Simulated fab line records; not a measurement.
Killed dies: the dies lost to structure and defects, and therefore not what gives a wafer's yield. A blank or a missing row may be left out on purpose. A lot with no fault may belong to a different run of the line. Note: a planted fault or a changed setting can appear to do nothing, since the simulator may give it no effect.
The tool behind it: which one? + flow nand-harc + Sampling: 24 lots, 72 wafers, 5 of 1302 route steps

## WHAT THE GAUGES SHOWED, per wafer
NHARC_P_M1_INSPECT_27. Usual: raw-defect-count 319, standard deviation 120.
| lot  | measured     | on                | raw-defect-count | flag |
|------|--------------|-------------------|------------------|------|
| L074 | day 6 07:54  | defect-inspect-01 | 470 359 263      |      |
| L075 | day 6 17:49  | defect-inspect-01 | 164 216 420      |      |
| L076 | day 7 07:49  | defect-inspect-01 | 390 316 233      |      |
| L077 | day 7 08:46  | defect-inspect-02 | 595 699 702      |      |
| L078 | day 8 02:55  | defect-inspect-01 | 260 426 371      |      |
| L079 | day 8 08:40  | defect-inspect-02 | 259 370 230      |      |
| L080 | day 8 22:20  | defect-inspect-02 | 329 291 290      |      |
| L081 | day 9 01:07  | defect-inspect-01 | 255 522 212      |      |
| L082 | day 9 14:46  | defect-inspect-02 | 222 307 199      |      |
| L083 | day 9 23:02  | defect-inspect-02 | 280 273 195      |      |
| L084 | day 10 15:51 | defect-inspect-02 | 198 343 582      |      |
| L085 | day 10 23:35 | defect-inspect-01 | 278 302 151      |      |
| L086 | day 11 09:36 | defect-inspect-02 | 239 263 230      |      |
| L087 | day 11 13:26 | defect-inspect-02 | 347 436 289      |      |
| L089 | day 12 11:47 | defect-inspect-02 | 413 465 253      |      |
| L088 | day 12 12:13 | defect-inspect-02 | 275 232 202      |      |
| L090 | day 13 06:25 | defect-inspect-02 | 294 340 376      |      |
| L091 | day 13 13:43 | defect-inspect-01 | 211 192 159      |      |
| L092 | day 13 15:33 | defect-inspect-02 | 285 120 149      |      |
| L093 | day 14 04:58 | defect-inspect-01 | 399 338 276      |      |
| L095 | day 14 21:13 | defect-inspect-01 | 315 229 422      |      |
| L094 | day 14 21:27 | defect-inspect-02 | 606 489 373      |      |
| L096 | day 15 10:16 | defect-inspect-01 | 498 380 306      |      |
| L097 | day 16 04:10 | defect-inspect-01 | 300 265 299      |      |

## EACH LOT AND THE TOOL THAT RAN IT (in order: tool; ch and the chambers of the sampled wafers; start)
| lot  | NHARC_P_GATE_STRIP_75                | NHARC_P_GATE_STRIP_76                | NHARC_P_GATE_DEGAS_109       | NHARC_P_M1_DEGAS_29          |
|------|--------------------------------------|--------------------------------------|------------------------------|------------------------------|
| L074 | plasma-asher-02 ch 0,1, day 5 13:17  | plasma-asher-01 ch 0,1, day 5 15:00  | pvd-sputter-03, day 5 18:01  | pvd-sputter-03, day 6 06:09  |
| L075 | plasma-asher-01 ch 0,1, day 5 23:47  | plasma-asher-01 ch 0,1, day 6 01:23  | pvd-sputter-01, day 6 04:20  | pvd-sputter-03, day 6 16:15  |
| L076 | plasma-asher-02 ch 1, day 6 13:47    | plasma-asher-02 ch 0, day 6 15:22    | pvd-sputter-03, day 6 18:24  | pvd-sputter-01, day 7 06:16  |
| L077 | plasma-asher-01 ch 0,1, day 6 14:07  | plasma-asher-01 ch 0,1, day 6 15:49  | pvd-sputter-01, day 6 18:50  | pvd-sputter-03, day 7 07:13  |
| L078 | plasma-asher-01 ch 0,1, day 7 08:29  | plasma-asher-01 ch 0,1, day 7 10:13  | pvd-sputter-03, day 7 13:13  | pvd-sputter-03, day 8 01:20  |
| L079 | plasma-asher-02 ch 0,1, day 7 14:10  | plasma-asher-01 ch 0,1, day 7 16:00  | pvd-sputter-03, day 7 19:00  | pvd-sputter-01, day 8 07:07  |
| L080 | plasma-asher-02 ch 0,1, day 8 01:31  | plasma-asher-02 ch 0,1, day 8 03:10  | pvd-sputter-02, day 8 06:11  | pvd-sputter-03, day 8 20:48  |
| L081 | plasma-asher-01 ch 0,1, day 8 06:25  | plasma-asher-02 ch 0,1, day 8 08:08  | pvd-sputter-01, day 8 11:08  | pvd-sputter-03, day 8 23:32  |
| L082 | plasma-asher-02 ch 0,1, day 8 20:28  | plasma-asher-01 ch 0,1, day 8 22:10  | pvd-sputter-01, day 9 01:07  | pvd-sputter-01, day 9 13:13  |
| L083 | plasma-asher-01 ch 0,1, day 9 04:19  | plasma-asher-02 ch 0,1, day 9 06:01  | pvd-sputter-02, day 9 09:02  | pvd-sputter-02, day 9 21:26  |
| L084 | plasma-asher-01 ch 0,1, day 9 21:23  | plasma-asher-02 ch 0,1, day 9 22:59  | pvd-sputter-03, day 10 02:02 | pvd-sputter-02, day 10 14:17 |
| L085 | plasma-asher-01 ch 0,1, day 10 04:33 | plasma-asher-02 ch 0,1, day 10 06:17 | pvd-sputter-02, day 10 09:20 | pvd-sputter-03, day 10 21:42 |
| L086 | plasma-asher-01 ch 0,1, day 10 14:46 | plasma-asher-02 ch 0,1, day 10 16:31 | pvd-sputter-03, day 10 19:49 | pvd-sputter-01, day 11 08:04 |
| L087 | plasma-asher-02 ch 0,1, day 10 18:17 | plasma-asher-01 ch 0,1, day 10 20:01 | pvd-sputter-01, day 10 23:26 | pvd-sputter-01, day 11 11:52 |
| L089 | plasma-asher-01 ch 0,1, day 11 17:16 | plasma-asher-02 ch 0, day 11 18:59   | pvd-sputter-02, day 11 22:01 | pvd-sputter-03, day 12 10:14 |
| L088 | plasma-asher-01 ch 0,1, day 11 18:00 | plasma-asher-01 ch 0,1, day 11 19:42 | pvd-sputter-03, day 11 22:47 | pvd-sputter-02, day 12 10:39 |
| L090 | plasma-asher-02 ch 0,1, day 12 11:54 | plasma-asher-01 ch 0, day 12 13:38   | pvd-sputter-01, day 12 16:32 | pvd-sputter-02, day 13 04:50 |
| L091 | plasma-asher-01 ch 0,1, day 12 19:23 | plasma-asher-01 ch 1, day 12 21:07   | pvd-sputter-01, day 13 00:10 | pvd-sputter-03, day 13 12:10 |
| L092 | plasma-asher-02 ch 0,1, day 12 21:26 | plasma-asher-02 ch 0,1, day 12 23:02 | pvd-sputter-01, day 13 02:04 | pvd-sputter-02, day 13 13:59 |
| L093 | plasma-asher-02 ch 0,1, day 13 10:47 | plasma-asher-01 ch 0,1, day 13 12:32 | pvd-sputter-02, day 13 15:34 | pvd-sputter-01, day 14 03:25 |
| L095 | plasma-asher-01 ch 0,1, day 14 02:47 | plasma-asher-01 ch 0,1, day 14 04:31 | pvd-sputter-03, day 14 07:32 | pvd-sputter-03, day 14 19:41 |
| L094 | plasma-asher-02 ch 0,1, day 14 03:01 | plasma-asher-02 ch 0,1, day 14 04:44 | pvd-sputter-03, day 14 07:46 | pvd-sputter-02, day 14 19:54 |
| L096 | plasma-asher-01 ch 0,1, day 14 16:08 | plasma-asher-01 ch 0,1, day 14 17:45 | pvd-sputter-01, day 14 20:38 | pvd-sputter-03, day 15 08:41 |
| L097 | plasma-asher-02 ch 0,1, day 15 09:30 | plasma-asher-02 ch 0,1, day 15 11:21 | pvd-sputter-02, day 15 14:15 | pvd-sputter-02, day 16 02:34 |
- NHARC_P_GATE_STRIP_75: strips in O2.
- NHARC_P_GATE_STRIP_76: strips in O2.
- NHARC_P_GATE_DEGAS_109: time 60 s.
- NHARC_P_M1_DEGAS_29: time 60 s.

## AS READ BY THE TOOLS THEMSELVES (means over the sampled wafers that have a number; for cases with no such wafer, the mark the record gives instead)
NHARC_P_GATE_STRIP_75. Usual: drypump-motor-current-A 6.0 A, standard deviation 0.4; heater-power-w 313 W, standard deviation 22.
| lot  | tool            | drypump-motor-current-A (A) | heater-power-w (W) | flag |
|------|-----------------|-----------------------------|--------------------|------|
| L074 | plasma-asher-02 | 5.8                         | 324                |      |
| L075 | plasma-asher-01 | 6.2                         | 312                |      |
| L076 | plasma-asher-02 | 5.6                         | 342                |      |
| L077 | plasma-asher-01 | 6.2                         | 309                |      |
| L078 | plasma-asher-01 | 5.9                         | 298                |      |
| L079 | plasma-asher-02 | 6.0                         | 314                |      |
| L080 | plasma-asher-02 | 6.0                         | 313                |      |
| L081 | plasma-asher-01 | 5.9                         | 304                |      |
| L082 | plasma-asher-02 | 6.0                         | 313                |      |
| L083 | plasma-asher-01 | 6.2                         | 321                |      |
| L084 | plasma-asher-01 | 6.2                         | 316                |      |
| L085 | plasma-asher-01 | 5.9                         | 304                |      |
| L086 | plasma-asher-01 | 5.9                         | 300                |      |
| L087 | plasma-asher-02 | 5.8                         | 332                |      |
| L089 | plasma-asher-01 | 6.2                         | 323                |      |
| L088 | plasma-asher-01 | 5.9                         | 302                |      |
| L090 | plasma-asher-02 | 5.8                         | 325                |      |
| L091 | plasma-asher-01 | 5.9                         | 303                |      |
| L092 | plasma-asher-02 | 5.8                         | 315                |      |
| L093 | plasma-asher-02 | 5.8                         | 319                |      |
| L095 | plasma-asher-01 | 6.2                         | 317                |      |
| L094 | plasma-asher-02 | 6.0                         | 313                |      |
| L096 | plasma-asher-01 | 6.2                         | 317                |      |
| L097 | plasma-asher-02 | 5.8                         | 319                |      |

NHARC_P_GATE_STRIP_76. Usual: drypump-motor-current-A 6.0 A, standard deviation 0.4; heater-power-w 314 W, standard deviation 22.
| lot  | tool            | drypump-motor-current-A (A) | heater-power-w (W) | flag |
|------|-----------------|-----------------------------|--------------------|------|
| L074 | plasma-asher-01 | 6.2                         | 310                |      |
| L075 | plasma-asher-01 | 5.9                         | 292                |      |
| L076 | plasma-asher-02 | 6.2                         | 298                |      |
| L077 | plasma-asher-01 | 5.9                         | 298                |      |
| L078 | plasma-asher-01 | 6.2                         | 308                |      |
| L079 | plasma-asher-01 | 5.9                         | 298                |      |
| L080 | plasma-asher-02 | 6.0                         | 316                |      |
| L081 | plasma-asher-02 | 5.7                         | 330                |      |
| L082 | plasma-asher-01 | 6.2                         | 320                |      |
| L083 | plasma-asher-02 | 5.8                         | 327                |      |
| L084 | plasma-asher-02 | 6.0                         | 314                |      |
| L085 | plasma-asher-02 | 5.7                         | 329                |      |
| L086 | plasma-asher-02 | 5.8                         | 327                |      |
| L087 | plasma-asher-01 | 6.2                         | 318                |      |
| L089 | plasma-asher-02 | 6.2                         | 306                |      |
| L088 | plasma-asher-01 | 6.0                         | 306                |      |
| L090 | plasma-asher-01 | 6.5                         | 335                |      |
| L091 | plasma-asher-01 | 5.6                         | 294                |      |
| L092 | plasma-asher-02 | 5.7                         | 323                |      |
| L093 | plasma-asher-01 | 5.9                         | 304                |      |
| L095 | plasma-asher-01 | 6.0                         | 302                |      |
| L094 | plasma-asher-02 | 5.8                         | 325                |      |
| L096 | plasma-asher-01 | 5.9                         | 306                |      |
| L097 | plasma-asher-02 | 5.8                         | 324                |      |

NHARC_P_GATE_DEGAS_109. Usual: heater-power-w 443 W, standard deviation 50.
| lot  | tool           | heater-power-w (W) | flag |
|------|----------------|--------------------|------|
| L074 | pvd-sputter-03 | 458                |      |
| L075 | pvd-sputter-01 | 435                |      |
| L076 | pvd-sputter-03 | 384                |      |
| L077 | pvd-sputter-01 | 440                |      |
| L078 | pvd-sputter-03 | 424                |      |
| L079 | pvd-sputter-03 | 459                |      |
| L080 | pvd-sputter-02 | 429                |      |
| L081 | pvd-sputter-01 | 421                |      |
| L082 | pvd-sputter-01 | 431                |      |
| L083 | pvd-sputter-02 | 422                |      |
| L084 | pvd-sputter-03 | 444                |      |
| L085 | pvd-sputter-02 | 458                |      |
| L086 | pvd-sputter-03 | 487                |      |
| L087 | pvd-sputter-01 | 438                |      |
| L089 | pvd-sputter-02 | 444                |      |
| L088 | pvd-sputter-03 | 459                |      |
| L090 | pvd-sputter-01 | 439                |      |
| L091 | pvd-sputter-01 | 427                |      |
| L092 | pvd-sputter-01 | 430                |      |
| L093 | pvd-sputter-02 | 466                |      |
| L095 | pvd-sputter-03 | 425                |      |
| L094 | pvd-sputter-03 | 419                |      |
| L096 | pvd-sputter-01 | 431                |      |
| L097 | pvd-sputter-02 | 449                |      |

NHARC_P_M1_DEGAS_29. Usual: heater-power-w 319 W, standard deviation 38.
| lot  | tool           | heater-power-w (W) | flag |
|------|----------------|--------------------|------|
| L074 | pvd-sputter-03 | 322                |      |
| L075 | pvd-sputter-03 | 317                |      |
| L076 | pvd-sputter-01 | 303                |      |
| L077 | pvd-sputter-03 | 342                |      |
| L078 | pvd-sputter-03 | 294                |      |
| L079 | pvd-sputter-01 | 308                |      |
| L080 | pvd-sputter-03 | 338                |      |
| L081 | pvd-sputter-03 | 334                |      |
| L082 | pvd-sputter-01 | 312                |      |
| L083 | pvd-sputter-02 | 323                |      |
| L084 | pvd-sputter-02 | 323                |      |
| L085 | pvd-sputter-03 | 349                |      |
| L086 | pvd-sputter-01 | 313                |      |
| L087 | pvd-sputter-01 | 314                |      |
| L089 | pvd-sputter-03 | 289                |      |
| L088 | pvd-sputter-02 | 331                |      |
| L090 | pvd-sputter-02 | 313                |      |
| L091 | pvd-sputter-03 | 305                |      |
| L092 | pvd-sputter-02 | 288                |      |
| L093 | pvd-sputter-01 | 314                |      |
| L095 | pvd-sputter-03 | 304                |      |
| L094 | pvd-sputter-02 | 313                |      |
| L096 | pvd-sputter-03 | 334                |      |
| L097 | pvd-sputter-02 | 315                |      |

## THE ANSWER, worked out from the rows above alone
Rule: lot off if the mean of its wafers having a number is beyond 3 standard deviations from the usual mean. A lot without any number at a reading at which 4 lots or more have one is off too. Any other lot the step has rows for is counted as sound. First the gauges in route order, then the tools' own readings, where a lot's mean is used as printed above. The first step at which some lot is off is used, and at that step the reading that is off furthest; a lot without a number counts as furthest.
No lot is off on any of the readings shown, so nothing can be concluded from this.

## WHAT WAS PUT IN BY THE SIMULATOR
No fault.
